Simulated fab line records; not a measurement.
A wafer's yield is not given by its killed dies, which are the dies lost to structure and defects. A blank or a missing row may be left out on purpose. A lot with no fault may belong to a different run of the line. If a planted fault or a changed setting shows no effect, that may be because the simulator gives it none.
Comparing a struck lot with a sound one | flow nand-harc | 14 out of 1159 route steps
Sound: the wafers L333.1, L333.2, L333.4. The struck wafers were L336.4, L336.5, L336.6. The cause is given at the end.
Order at every step that has rows: each side's tool, ch and its chambers, its first start. Under that, the readings that differ: sound wafers | struck wafers | difference of the means | sigmas: that difference in standard deviations of wafers without a fault.
alike: readings with means less than 2 such deviations apart, plus words and numbers identical on both sides. not compared: withheld readings, readings lacking a value on some wafer, bounds such as >300 that could conceal the same value, and numbers that have no deviation in the record and whose values overlap.
A row with sigmas, a row that says differs or no value, or rows on one side alone: a step with any of these is where the two part. Non-overlapping numbers with no deviation appear without sigmas and do not part them. A reading missing from all wafers of one side parts the sides only when that side holds two or more wafers.

first, 7 steps without rows for these wafers: NHARC_A_STAIRCASE_COAT_304; NHARC_A_STAIRCASE_SOFTBAKE_305 (time 170 s); NHARC_A_STAIRCASE_EBR_306; NHARC_A_STAIRCASE_EXPOSE_307 (exposes mask CHOP 50); NHARC_A_STAIRCASE_PEB_308 (peb time 130 s); NHARC_A_STAIRCASE_DEVELOP_309 (time 140 s); NHARC_A_STAIRCASE_HARDBAKE_311 (time 140 s).
NHARC_A_STAIRCASE_DESCUM_312: chemistry O2, time 3 s.
  sound on rie-diel-05 ch 0,1,3, day 12 13:04; struck on rie-diel-05 ch 2,3, day 14 01:53
  alike: drypump-motor-current-A, oes-product-au, rf-vpp-V, showerhead-plenum-p-Torr, throttle-valve-pct
  not compared: rf-hours-counter-h
NHARC_A_STAIRCASE_ETCH_313: etches the open film in CF4/CHF3.
  sound on rie-diel-05 ch 0,2,3, day 12 13:10; struck on rie-diel-05 ch 2,3, day 14 01:58
  alike: bias-w, cf4-flow-sccm, drypump-motor-current-A, oes-product-au, rf-vpp-V, showerhead-plenum-p-Torr, throttle-valve-pct
  not compared: rf-hours-counter-h
NHARC_A_STAIRCASE_HM_OPEN_463: chemistry O2/COS.
  sound on rie-diel-05 ch 0,1,2; struck on rie-diel-05 ch 0,2,3
  alike: bias-w, drypump-motor-current-A, oes-product-au, rf-vpp-V, showerhead-plenum-p-Torr, throttle-valve-pct
  not compared: rf-hours-counter-h
then, 1 step without rows for these wafers: NHARC_A_STAIRCASE_STRIP_464 (strips in O2/COS).
NHARC_A_STAIRCASE_ETCH_453: etches the open film in CF4/O2, target depth 30 nm, overetch 3 nm, time 16.5 s.
  sound on rie-diel-05 ch 1,2,3, day 12 13:37; struck on rie-diel-05 ch 0,1, day 14 02:27
  no value came back on the struck wafers for any of 9 readings (bias-w (W), cf4-flow-sccm (sccm) and others); on the sound wafers bias-w (W) reads 99.9 100.0 100.3
NHARC_A_STAIRCASE_ETCH_315: etches the open film in C4F8/O2/Ar, target depth 2500 nm, time 607.1 s.
  sound on rie-diel-05 ch 1,2,3; struck on rie-diel-05 ch 1,2,3
  alike: bias-w, chamber-pressure-mTorr, oes-product-au, rf-vpp-V
  not compared: rf-hours-counter-h
-- break in the record here, with 8 days between the starts of the struck wafers on either side (left off in module A_STAIRCASE, picked up again in module END, where the first step shown is number 1159 on the route) --
NHARC_END_SORT_01:
  here the record holds rows for the struck wafers (prober-02 ch 0, day 22 08:20) but none for the sound ones

## WHERE THEY PART
First at NHARC_A_STAIRCASE_ETCH_453; last, within this record, at NHARC_END_SORT_01.

WHY: what had been put in by the simulator
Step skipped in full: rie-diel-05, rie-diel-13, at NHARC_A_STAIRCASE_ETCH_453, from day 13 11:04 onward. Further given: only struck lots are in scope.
